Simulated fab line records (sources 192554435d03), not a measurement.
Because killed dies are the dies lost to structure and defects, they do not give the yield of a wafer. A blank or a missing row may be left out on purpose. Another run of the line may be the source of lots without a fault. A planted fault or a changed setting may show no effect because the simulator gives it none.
The same fault as seen by 2 desks | flow n5 finfet | numbers are kept per desk, each desk with only its own; the story behind them comes last

== THE DEFECT DESK ==
What the inspections along the route counted, lot by lot: means of the sampled wafers that have a number. Any lot whose mean is over 4 standard deviations away from the usual mean is out of limits and marked OUT; that distance is given in the brackets.
Columns: A = raw defect count at N5_BEOL_M9_INSPECT_13, usual 388; B = raw defect count at N5_BEOL_M9_INSPECT_30, usual 374
lot  | first seen here | A   | B
L281 | day 11 08:22    | 370 | 335
L283 | day 13 04:32    | 510 | 452
L284 | day 13 09:08    | 551 | 542
L289 | day 13 18:21    | 457 | 456
L287 | day 14 05:13    | 418 | 411
L288 | day 15 02:02    | 424 | 426
L296 | day 16 04:49    | 350 | 316
L299 | day 16 04:59    | 365 | 304
L295 | day 16 05:09    | 339 | 360
L303 | day 17 20:20    | 379 | 370
L301 | day 17 20:36    | 434 | 418
Result from this desk: across the 11 lots, nothing is out of limits.

== AT THE TOOL OWNER'S DESK: litho track-04 ==
The tool's own readings at N5_BEOL_M9_COAT_22 (resist thk 30 nm): means of the sampled wafers that have a number, for each lot that ran on this tool. Any lot whose mean is over 4 standard deviations away from the usual mean is out of limits and marked OUT; that distance is given in the brackets.
Columns: A = spin speed rpm at N5_BEOL_M9_COAT_22, usual 1500.1 rpm
lot  | first seen here | A
L283 | day 13 07:14    | 1500.1
L296 | day 16 05:30    | 1583.3 (+97) OUT
L295 | day 16 06:38    | 1583.2 (+97) OUT
This desk's finding: out of limits on L295, L296; first on L296, day 16 05:30 (spin speed rpm at N5_BEOL_M9_COAT_22). In limits: L283.

== PUT TOGETHER ==
The tool owner's desk had the chance to raise an alarm at day 16 05:30 on L295, L296.
Nothing out of limits was seen by the defect desk.
The defect desk has L295, L296 on record, within its limits.
The lots listed all ran N5_BEOL_M9_COAT_22 on litho track-04.

== WHAT HAD BEEN PUT IN BY THE SIMULATOR ==
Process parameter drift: litho track-04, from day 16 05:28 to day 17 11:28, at N5_BEOL_M9_COAT_22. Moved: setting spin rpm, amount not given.
Shown lots that were struck: L295, L296.
Time in hours from fault onset to the first out-of-limits reading at each desk: the tool owner's desk, 0.
